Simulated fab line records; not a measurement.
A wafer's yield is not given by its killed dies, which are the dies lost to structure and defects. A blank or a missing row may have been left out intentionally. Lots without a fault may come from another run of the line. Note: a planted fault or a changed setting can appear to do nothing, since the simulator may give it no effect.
fab line records	flow nand_harc	part 2 of 2: steps 5 to 6 of 6
record lots=23	wafers=69	last_day=29
route steps=1159 shown A_STAIRCASE@582
lots untouched by any fault: they come from a run of this same line in which no faults occurred
start_h: the number of hours between the record's first day and the start of the first shown wafer of the lot	wait_h: how many hours have passed since the lot's step before this one	" the same as in the row above	L1.1+2: a single row standing in for several wafers	- value missing, or start not given	* or withheld: withheld	< > ~ a bound
route shown NAME@n: NAME is a module with steps in the file, n the number in the route of the first one	usual: mean and standard deviation over wafers with no fault	same: alike in all rows	chamber/n: place in a boat	sites: the reading at each site	_std_site: their standard deviation	_edge_site: mean of outer sites minus mean of inner sites	radius_mm: for every site, how far away it sits from the centre of the wafer	mask NAME#n: copy n	behind: the last tool/chamber to shape the wafer	hold: what put the lot on hold/how long, in hours/how the hold closed	device: the n, p or np transistor that did not switch	end of line: the same wafers' tests at the end of the route	for a step that has no rows: nothing shown but its recipe	killed: at the first sort, the dies lost to defects and structure; wafer yield is something else	map: per-die view of a wafer (x killed, . not killed, _ where there is no die)
set.NAME: the setting as run; set.NAME@STEP: as run at that earlier step	model.NAME: the simulator's own value behind a step, which no gauge read
steps of the route over a sample of lots; a table a step, a row a wafer
services: a tool's chamber out of use, with start hour (start_h, from the record's first day; less than 0 if before it), hours out, and reason
## steps
# step NHARC_A_STAIRCASE_ETCH_227
# recipe target_depth_a=1000	time_s=40.5	ion_energy_ev=400	c4f8_flow_sccm=20	o2_flow_sccm=10	ar_flow_sccm=withheld	rf_w=600	bias_w=1000	chemistry=C4F8/O2
# usual oes_product_au=0.937/0.012	rf_vpp_V=897/5.5
lot.wafer	tool	chamber	start_h	wait_h	oes_product_au	rf_hours_counter_h	rf_vpp_V
L078.1	rie_diel-04	2	-	-	0.941	2	898
L078.3	"	1	"	"	0.941	6	898
L078.6	"	3	"	"	0.937	-	904
L077.1	rie_diel-11	2	-	-	0.920	30	888
L077.6	"	3	"	"	0.929	-	898
L077.4	"	2	"	"	0.912	-	888
L074.1	rie_diel-04	0	-	-	0.945	8	891
L074.6	"	2	"	"	0.936	-	899
L074.5	"	3	"	"	0.915	-	905
L076.1	rie_diel-11	2	-	-	0.919	31	889
L076.2	"	0	"	"	0.940	36	906
L076.6	"	2	"	"	0.920	-	888
L075.1	rie_diel-05	0	-	-	0.943	38	898
L075.2	"	1	"	"	0.945	39	893
L075.5	"	3	"	"	0.946	-	891
L080.4	rie_diel-04	2	-	-	0.946	12	897
L080.5	"	3	"	"	0.925	-	905
L080.6	"	0	"	"	0.944	-	892
L082.2	rie_diel-11	0	-	-	0.934	40	906
L082.1	"	2	"	"	0.912	36	887
L082.5	"	3	"	"	0.930	-	899
L079.4	rie_diel-05	1	-	-	0.941	43	894
L079.5	"	0	"	"	0.948	-	896
L079.6	"	1	"	"	0.943	-	895
L081.2	rie_diel-04	1	-	-	0.937	17	898
L081.3	"	3	"	"	0.920	17	905
L081.6	"	2	"	"	0.938	-	897
L083.2	rie_diel-05	0	-	-	0.940	43	898
L083.3	"	1	"	"	0.941	44	894
L083.5	"	2	"	"	0.938	-	902
L087.2	rie_diel-05	2	-	-	0.937	51	901
L087.1	"	3	"	"	0.932	50	889
L087.6	"	2	"	"	0.934	-	900
L085.1	rie_diel-05	1	-	-	0.937	47	894
L085.2	"	3	"	"	0.939	50	890
L085.6	"	0	"	"	0.947	-	895
L088.4	rie_diel-04	2	-	-	0.934	24	898
L088.1	"	0	"	"	0.952	29	890
L088.2	"	1	"	"	0.936	28	899
L089.4	rie_diel-11	2	-	-	0.905	50	888
L089.2	"	0	"	"	0.921	56	906
L089.5	"	3	"	"	0.923	-	898
L086.3	rie_diel-11	0	-	-	0.932	56	905
L086.1	"	1	"	"	0.925	43	900
L086.5	"	3	"	"	0.913	-	898
L090.2	rie_diel-11	2	-	-	0.910	54	888
L090.1	"	3	"	"	0.935	58	897
L090.6	"	2	"	"	0.916	-	888
L091.4	rie_diel-05	2	-	-	0.932	1	900
L091.6	"	3	"	"	0.944	-	890
L091.5	"	0	"	"	0.941	-	897
L092.2	rie_diel-04	1	-	-	0.950	34	897
L092.1	"	2	"	"	0.954	30	897
L092.6	"	3	"	"	0.947	-	906
L093.1	rie_diel-04	1	-	-	0.945	37	899
L093.2	"	2	"	"	0.940	32	897
L093.6	"	1	"	"	0.943	-	898
L095.2	rie_diel-11	2	-	-	0.924	58	889
L095.4	"	0	"	"	0.943	-	906
L095.5	"	2	"	"	0.919	-	887
L094.1	rie_diel-04	0	-	-	0.950	39	892
L094.3	"	3	"	"	0.949	37	904
L094.6	"	0	"	"	0.944	-	890
L096.1	rie_diel-04	0	-	-	0.941	50	891
L096.4	"	1	"	"	0.943	46	899
L096.5	"	0	"	"	0.951	-	890
L097.1	rie_diel-11	3	-	-	0.920	2	898
L097.2	"	0	"	"	0.928	2	904
L097.6	"	3	"	"	0.927	-	897
# step NHARC_A_STAIRCASE_TRIM_233
# recipe time_s=211.2	o2_flow_sccm=500	ar_flow_sccm=0	bias_w=0	chemistry=O2
# usual drypump_motor_current_A=5.8/0.45	oes_product_au=0.999/0.0096	rf_vpp_V=57.9/0.92	showerhead_plenum_p_Torr=3.55/0.15	throttle_valve_pct=17.036/0.0092
lot.wafer	tool	chamber	start_h	wait_h	drypump_motor_current_A	oes_product_au	rf_hours_counter_h	rf_vpp_V	showerhead_plenum_p_Torr	throttle_valve_pct
L078.3	rie_diel-04	0	-	-	6.4	1.011	6	58.9	3.41	17.042
L078.1	"	2	"	"	6.4	1.006	3	56.3	3.58	17.041
L078.6	"	3	"	"	5.1	0.989	-	58.4	3.78	17.053
L077.1	rie_diel-04	3	-	-	5.1	0.992	6	60.1	3.78	17.042
L077.4	"	0	"	"	6.5	1.005	7	58.2	3.41	17.029
L077.6	"	0	"	"	6.5	1.004	-	58.8	3.41	17.026
L074.1	rie_diel-05	3	-	-	5.5	1.009	37	57.4	3.40	17.035
L074.5	"	3	"	"	5.5	0.999	-	58.6	3.40	17.023
L074.6	"	0	"	"	5.3	0.998	-	57.4	3.55	17.031
L076.1	rie_diel-11	0	-	-	6.0	1.007	36	58.5	3.79	17.044
L076.2	"	1	"	"	5.9	1.014	23	58.3	3.64	17.035
L076.6	"	3	"	"	5.3	0.992	-	57.2	3.59	17.039
L075.1	rie_diel-05	3	-	-	5.5	0.996	41	57.8	3.39	17.049
L075.2	"	0	"	"	5.3	1.004	39	57.9	3.55	17.018
L075.5	"	0	"	"	5.3	0.999	-	57.7	3.55	17.021
L080.4	rie_diel-11	0	-	-	6.1	1.013	40	58.5	3.78	17.028
L080.6	"	1	"	"	5.9	1.011	-	58.1	3.64	17.032
L080.5	"	2	"	"	5.9	0.975	-	59.1	3.31	17.050
L082.2	rie_diel-04	3	-	-	5.1	0.992	16	58.7	3.77	17.034
L082.1	"	1	"	"	5.4	1.011	16	59.4	3.59	17.035
L082.5	"	0	"	"	6.4	0.992	-	58.8	3.40	17.031
L079.4	rie_diel-11	3	-	-	5.3	1.003	41	57.0	3.59	17.036
L079.5	"	0	"	"	6.1	1.009	-	58.1	3.78	17.025
L079.6	"	1	"	"	5.9	1.008	-	57.6	3.64	17.030
L081.2	rie_diel-11	1	-	-	5.9	1.009	30	58.7	3.64	17.048
L081.3	"	2	"	"	5.9	0.990	39	58.9	3.31	17.048
L081.6	"	2	"	"	5.9	0.989	-	57.4	3.31	17.044
L083.3	rie_diel-04	2	-	-	6.5	1.013	16	56.7	3.57	17.020
L083.2	"	3	"	"	5.1	0.991	20	56.6	3.77	17.033
L083.5	"	2	"	"	6.5	1.003	-	56.7	3.57	17.052
L087.1	rie_diel-05	2	-	-	6.4	0.992	51	59.2	3.66	17.050
L087.2	"	0	"	"	5.3	1.005	47	57.1	3.54	17.031
L087.6	"	3	"	"	5.5	1.000	-	58.0	3.39	17.046
L085.1	rie_diel-11	0	-	-	6.1	1.014	48	57.9	3.78	17.045
L085.2	"	1	"	"	5.9	1.006	35	57.9	3.64	17.032
L085.6	"	2	"	"	5.9	0.984	-	56.4	3.31	17.048
L089.2	rie_diel-11	3	-	-	5.3	1.010	56	57.7	3.58	17.022
L089.4	"	1	"	"	5.8	1.001	45	59.0	3.63	17.042
L089.5	"	3	"	"	5.3	0.991	-	58.3	3.58	17.049
L088.2	rie_diel-04	0	-	-	6.4	1.015	33	58.2	3.39	17.038
L088.1	"	1	"	"	5.4	1.000	32	58.8	3.58	17.053
L088.4	"	2	"	"	6.4	1.020	28	58.2	3.57	17.050
L086.1	rie_diel-11	1	-	-	5.8	1.009	45	56.6	3.63	17.029
L086.3	"	2	"	"	5.9	0.984	52	56.9	3.31	17.050
L086.5	"	2	"	"	5.9	0.984	-	57.0	3.31	17.038
L090.2	rie_diel-05	2	-	-	6.4	0.992	1	58.3	3.66	17.033
L090.1	"	0	"	"	5.3	0.988	2	58.2	3.54	17.028
L090.6	"	2	"	"	6.4	0.999	-	58.2	3.66	17.042
L091.4	rie_diel-05	1	-	-	6.1	1.003	2	58.6	3.46	17.027
L091.6	"	0	"	"	5.3	0.996	-	57.2	3.54	17.034
L091.5	"	1	"	"	6.1	0.998	-	57.4	3.46	17.033
L092.2	rie_diel-11	2	-	-	5.9	0.971	55	56.3	3.30	17.036
L092.1	"	3	"	"	5.3	1.002	59	57.7	3.58	17.036
L092.6	"	2	"	"	5.9	0.983	-	56.5	3.30	17.027
L093.1	rie_diel-11	2	-	-	5.9	0.993	58	56.9	3.30	17.043
L093.2	"	0	"	"	6.1	1.008	64	59.4	3.77	17.023
L093.6	"	2	"	"	5.9	0.987	-	56.3	3.30	17.036
L095.4	rie_diel-05	1	-	-	6.1	0.998	4	56.5	3.46	17.029
L095.2	"	0	"	"	5.3	0.998	4	56.9	3.54	17.046
L095.5	"	1	"	"	6.1	1.006	-	58.8	3.46	17.035
L094.3	rie_diel-04	0	-	-	6.5	1.009	39	58.4	3.39	17.031
L094.1	"	1	"	"	5.4	1.006	37	58.2	3.57	17.028
L094.6	"	0	"	"	6.4	1.012	-	57.0	3.39	17.042
L096.1	rie_diel-04	1	-	-	5.4	1.001	47	57.7	3.57	17.035
L096.4	"	2	"	"	6.5	1.007	43	57.4	3.56	17.040
L096.5	"	1	"	"	5.4	1.006	-	57.8	3.57	17.026
L097.2	rie_diel-11	0	-	-	6.1	0.990	3	58.5	3.77	17.022
L097.1	"	1	"	"	5.8	0.990	2	59.0	3.62	17.035
L097.6	"	3	"	"	5.3	0.992	-	57.1	3.58	17.029
## services
tool	chamber	start_h	hours	kind
rie_diel-04	-	289.00	9.0	pm
rie_diel-04	0	289.00	9.0	vent_cycle
rie_diel-04	1	289.00	9.0	vent_cycle
rie_diel-04	2	289.00	14.0	vent_cycle
rie_diel-04	3	289.00	9.0	vent_cycle
rie_diel-11	0	296.68	-	clean
rie_diel-11	1	296.68	-	clean
rie_diel-11	2	296.68	-	clean
rie_diel-11	3	296.68	-	clean
rie_diel-04	0	298.00	-	clean
rie_diel-04	1	298.00	-	clean
rie_diel-04	3	298.00	-	clean
rie_diel-05	1	303.01	3.9	repair
rie_diel-11	1	307.64	8.5	repair
rie_diel-11	0	321.24	-	clean
rie_diel-11	1	321.24	-	clean
rie_diel-11	2	321.24	-	clean
rie_diel-11	3	321.24	-	clean
rie_diel-04	0	322.52	-	clean
rie_diel-04	1	322.52	-	clean
rie_diel-04	2	322.52	-	clean
rie_diel-04	3	322.52	-	clean
rie_diel-05	-	341.18	9.0	pm
rie_diel-11	-	367.63	9.0	pm
